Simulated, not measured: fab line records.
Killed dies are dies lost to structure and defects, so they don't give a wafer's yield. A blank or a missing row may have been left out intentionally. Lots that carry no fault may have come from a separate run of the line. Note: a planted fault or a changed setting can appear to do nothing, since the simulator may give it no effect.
Chamber matching | flow nand_harc | rie_diel-02 running NHARC_A_CHANNEL_FILL_D1_STRIP_28: 4 sister chambers
The step strips in O2, time 20 s. 4 wafers are shown with their chamber, then 12 later ones without.

## EACH WAFER AND ITS CHAMBER
wafer  | chamber | showerhead_plenum_p_Torr (Torr)
L083.5 | 0       | 3.34
L085.1 | 1       | 3.33
L088.5 | 2       | 3.64
L088.6 | 3       | 3.59

## WAFERS MISSING THEIR CHAMBER
wafer  | showerhead_plenum_p_Torr (Torr)
L090.2 | 3.59
L090.4 | 3.64
L090.5 | 3.34
L092.4 | 3.59
L092.5 | 3.59
L092.6 | 3.64
L093.1 | 3.32
L093.3 | 3.64
L093.4 | 3.34
L096.2 | 3.64
L096.3 | 3.34
L096.6 | 3.34

## WHICH CHAMBER EACH ONE RAN IN
wafer  | from the rows above | in truth
L090.2 | 3                   | 3
L090.4 | 2                   | 2
L090.5 | 0                   | 0
L092.4 | 3                   | 3
L092.5 | 3                   | 3
L092.6 | 2                   | 2
L093.1 | 1                   | 1
L093.3 | 2                   | 2
L093.4 | 0                   | 0
L096.2 | 2                   | 2
L096.3 | 0                   | 0
L096.6 | 0                   | 0
Placed correctly: 12 of 12. Can't be placed from these rows: 0. Placed wrongly: 0.
How it was worked out, from the rows above alone: a wafer's distance from a chamber is the root of the sum, over the readings, of the square of ((its reading less the chamber's mean) divided by the reading's scatter). The wafer belongs to the nearest chamber; if the next one is less than 2 further off, it can't be placed. The mean given for a chamber averages the wafers shown for that chamber. The scatter (one wafer shown for each chamber): square how far every hidden wafer sits from the nearest shown wafer, average those squares and take the square root.
